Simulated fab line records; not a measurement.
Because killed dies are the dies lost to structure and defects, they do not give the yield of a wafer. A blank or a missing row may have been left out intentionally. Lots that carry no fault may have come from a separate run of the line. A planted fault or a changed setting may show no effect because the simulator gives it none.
Which tool was responsible? -- flow nandHarc -- Sampling: 11 lots, 33 wafers, 5 of 1159 route steps

== WHAT THE GAUGES SHOWED, per wafer ==
NHARC_END_SORT_01.
lot,measured,on,killedDies
L637,day 21 12:04,prober-02,677 677 677
L635,day 21 10:55,prober-01,677 677 677
L636,day 21 21:27,prober-02,677 677 677
L643,day 22 12:08,prober-02,32 34 31
L644,day 23 21:55,prober-01,41 36 43
L647,day 23 23:39,prober-02,21 18 26
L648,day 24 05:40,prober-01,33 43 50
L649,day 24 08:17,prober-02,36 40 32
L650,day 25 03:33,prober-01,25 27 22
L652,day 25 03:33,prober-02,26 37 47
L651,day 25 11:17,prober-02,40 50 31

== WHICH TOOL RAN EACH LOT (tool, then ch and the chambers of the sampled wafers, then the start) ==
lot,NHARC_A_ONON_D1_DEP_33,NHARC_A_CHANNEL_HOLE_D1_ETCH_34,NHARC_A_CHANNEL_HOLE_D1_ETCH_20,NHARC_A_CHANNEL_HOLE_D1_ETCH_23
L637,"pecvd-02 ch 0,1,2, day 10 01:11","rieDiel-07 ch 0,2, day 10 05:36","harEtch-01 ch 0, day 10 06:38","harEtch-01 ch 0, day 10 08:01"
L635,"pecvd-03 ch 0,1,2, day 10 01:12","rieDiel-02 ch 0,2,3, day 10 04:59","harEtch-02 ch 0,1, day 10 06:07","harEtch-02 ch 0,1, day 10 07:38"
L636,"pecvd-04 ch 0,1, day 10 01:16","rieDiel-09 ch 2,3, day 10 06:00","harEtch-02 ch 0,1, day 10 10:13","harEtch-02 ch 0,1, day 10 11:40"
L643,"pecvd-03 ch 0,1,2, day 11 18:21","rieDiel-02 ch 1,2, day 11 22:01","harEtch-01 ch 0,1, day 11 22:57","harEtch-01 ch 0,1, day 12 00:20"
L644,"pecvd-02 ch 1,2, day 12 03:00","rieDiel-02 ch 0,1,2, day 12 06:40","harEtch-01 ch 0,1, day 12 07:32","harEtch-01 ch 0,1, day 12 08:52"
L647,"pecvd-03 ch 0,2, day 12 11:07","rieDiel-09 ch 0,1, day 12 15:14","harEtch-02 ch 0,1, day 12 17:27","harEtch-02 ch 0,1, day 12 18:54"
L648,"pecvd-03 ch 0,2, day 12 16:43","rieDiel-07 ch 1,2,3, day 12 20:26","harEtch-02 ch 0,1, day 12 21:34","harEtch-02 ch 0,1, day 12 22:57"
L649,"pecvd-04 ch 0,1,2, day 12 16:53","rieDiel-02 ch 1,2,3, day 12 21:11","harEtch-01 ch 0,1, day 12 22:20","harEtch-01 ch 0,1, day 12 23:48"
L650,"pecvd-02 ch 1,2, day 13 05:26","rieDiel-02 ch 0,1,3, day 13 10:44","harEtch-02 ch 0,1, day 13 11:39","harEtch-02 ch 0,1, day 13 13:02"
L652,"pecvd-03 ch 0,1, day 13 23:46","rieDiel-02 ch 1,3, day 14 03:41","harEtch-02 ch 0,1, day 14 04:35","harEtch-02 ch 0,1, day 14 05:58"
L651,"pecvd-02 ch 1,2, day 13 23:51","rieDiel-07 ch 0,1,3, day 14 03:50","harEtch-02 ch 0,1, day 14 08:42","harEtch-02 ch 0,1, day 14 10:01"
- NHARC_A_ONON_D1_DEP_33: deposits SiO2, target thk 200 nm.
- NHARC_A_CHANNEL_HOLE_D1_ETCH_34: etches the open film in CF4/CHF3, target depth 154 nm, time 77 s.
- NHARC_A_CHANNEL_HOLE_D1_ETCH_20: etches the open film in C4F8/O2/Ar, time 361.9 s, target depth 1600 nm.
- NHARC_A_CHANNEL_HOLE_D1_ETCH_23: etches the open film in C4F8/O2/Ar, time 819 s, target depth 1600 nm.

== THE ANSWER, worked out from the rows above alone ==
Rule: usual is defined by the lots themselves. The widest of any qualifying gaps counts: lots, ordered by their means at a reading, are off when they make up no more than a third of the lots, leave a main group of 4 or more, and stand apart from it by 3 or more times the standard deviation of that group's means. The tables above print the reading to a certain number of digits; a main group whose means all agree to those digits is not used. Also off: a lot with no number at a reading for which 4 or more lots have one. The other lots that the step has rows for count as sound.
Off: L637, L635, L636 (NHARC_END_SORT_01, killedDies). The main group: mean 34, standard deviation 7.
A tool fits if, at a process step before that reading, it ran every lot that is off, and no sound lot after the first of them. The gauges at NHARC_END_SORT_01 are tried like those tools. Not one of the candidates tried fits.

== WHAT THE SIMULATOR HAD INSERTED ==
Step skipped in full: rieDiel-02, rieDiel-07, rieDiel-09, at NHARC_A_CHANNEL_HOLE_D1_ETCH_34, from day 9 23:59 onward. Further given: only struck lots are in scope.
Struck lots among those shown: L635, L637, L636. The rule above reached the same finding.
